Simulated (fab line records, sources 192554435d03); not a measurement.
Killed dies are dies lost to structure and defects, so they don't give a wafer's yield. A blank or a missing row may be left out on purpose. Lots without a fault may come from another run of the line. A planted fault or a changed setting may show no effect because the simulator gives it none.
Split-lot experiment | flow n5_finfet | 7 lots, 39 wafers read, on a route of 1938 steps

THE SPLIT
At N5_MOL_CONTACT_COAG_ETCH_124 (etches SiNx in CH3F/O2, stops on SiOC, target depth 6.5 nm), the setting source_w was moved away from the recipe's 395 W on 15 of the 39 wafers read, by -15.7% to +15.2%. The other wafers ran this setting at the recipe's value.

The reading is taken at the split's own step.

THE READING
rf_vpp_V, in V, at N5_MOL_CONTACT_COAG_ETCH_124 (etches SiNx in CH3F/O2, stops on SiOC, target depth 6.5 nm). Fault-free wafers of this fab line usually give 297 V, standard deviation 3.6 V.

wafer  | tool, chamber at the split | source_w as run, W | against the recipe | rf_vpp_V, V | against lot-mates on the recipe
L075.3 | rie_diel-03, 1             | 395                | recipe             | 297         | -
L075.4 | rie_diel-03, 3             | 395                | recipe             | 298         | -
L075.5 | rie_diel-03, 1             | 395                | recipe             | 294         | -
L076.1 | rie_diel-05, 2             | 395                | recipe             | 299         | -
L076.2 | rie_diel-05, 0             | 395                | recipe             | 298         | -
L076.3 | rie_diel-05, 3             | 421.4              | +6.7%              | 295         | +0
L076.4 | rie_diel-05, 1             | 395                | recipe             | 289         | -
L076.5 | rie_diel-05, 0             | 421.4              | +6.7%              | 289         | -6
L076.6 | rie_diel-05, 3             | 421.4              | +6.7%              | 293         | -2
L082.1 | rie_diel-01, 3             | 395                | recipe             | 300         | -
L082.2 | rie_diel-01, 0             | 338                | -14.4%             | 319         | +21
L082.3 | rie_diel-01, 1             | 395                | recipe             | 296         | -
L082.4 | rie_diel-01, 2             | 338                | -14.4%             | 321         | +23
L082.5 | rie_diel-01, 1             | 338                | -14.4%             | 320         | +22
L082.6 | rie_diel-01, 2             | 395                | recipe             | 297         | -
L083.1 | rie_diel-01, 3             | 395                | recipe             | 302         | -
L083.2 | rie_diel-01, 1             | 455                | +15.2%             | 276         | -23
L083.3 | rie_diel-01, 0             | 395                | recipe             | 296         | -
L083.4 | rie_diel-01, 0             | 395                | recipe             | 298         | -
L083.5 | rie_diel-01, 3             | 455                | +15.2%             | 282         | -17
L083.6 | rie_diel-01, 1             | 455                | +15.2%             | 277         | -22
L084.1 | rie_diel-01, 3             | 440                | +11.4%             | 286         | -12
L084.2 | rie_diel-01, 1             | 440                | +11.4%             | 281         | -17
L084.3 | rie_diel-01, 0             | 395                | recipe             | 297         | -
L084.4 | rie_diel-01, 3             | 395                | recipe             | 302         | -
L084.5 | rie_diel-01, 0             | 440                | +11.4%             | 282         | -16
L084.6 | rie_diel-01, 1             | 395                | recipe             | 296         | -
L090.1 | rie_diel-01, 2             | 395                | recipe             | 295         | -
L090.2 | rie_diel-01, 3             | 395                | recipe             | 300         | -
L090.3 | rie_diel-01, 1             | 395                | recipe             | 294         | -
L090.4 | rie_diel-01, 0             | 395                | recipe             | 298         | -
L090.5 | rie_diel-01, 0             | 395                | recipe             | 297         | -
L090.6 | rie_diel-01, 3             | 395                | recipe             | 301         | -
L094.1 | rie_diel-05, 1             | 395                | recipe             | 290         | -
L094.2 | rie_diel-05, 0             | 333                | -15.7%             | 323         | +30
L094.3 | rie_diel-05, 2             | 333                | -15.7%             | 322         | +29
L094.4 | rie_diel-05, 2             | 395                | recipe             | 299         | -
L094.5 | rie_diel-05, 1             | 395                | recipe             | 289         | -
L094.6 | rie_diel-05, 0             | 333                | -15.7%             | 321         | +28

THE FIT
A straight line over all 39 wafers: rf_vpp_V changes by -1.4 V for each +1% of source_w; r = -0.96; the points scatter about the line by 3.5 V.
The same after taking each lot's own level away (the mean of its wafers on the recipe; 39 wafers): -1.5 V for each +1%; r = -0.96; scatter 3.6 V.
On that fit, the largest move of source_w shifts the reading by 24 V.
The lots' own levels span 292.7 to 298.7 V, that is 1.7 times the standard deviation above.
So the lot-to-lot level changes the slope little: the two slopes agree.
Check: with one of the wafers moved furthest among these (-15.7%) left out of the fit, the line predicts +24.2 V for it against its lot-mates. It came out at +30.3 V against them.
Tool readings at the split's step, against how far the setting was moved: rf_vpp_V r = -0.96.

OTHER SPLITS ON THESE WAFERS
These wafers also went through other splits before the reading. Each is held against what the fit with the lots' levels taken away leaves over:
other split on the same wafers          | wafers away from the commonest value | r with rf_vpp_V (lot level and that fit taken away)
N5_FIN_SAQP_ALD_61 temp_c               | 9                                    | +0.10
N5_DUMMY_GATE_EXPOSE_12 dose_mj         | 12                                   | +0.11
N5_DUMMY_GATE_ETCH_37 source_w          | 18                                   | +0.04
N5_DUMMY_GATE_ETCH_31 target_depth_a    | 15                                   | -0.45
N5_DUMMY_GATE_ETCH_32 time_s            | 6                                    | -0.08
N5_MOL_CONTACT_COAG_ETCHBACK_135 time_s | 15                                   | -0.02

THE FILE'S OWN FIT
rf_vpp_V changes by -1.49 V for each +1% of source_w, r = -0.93.
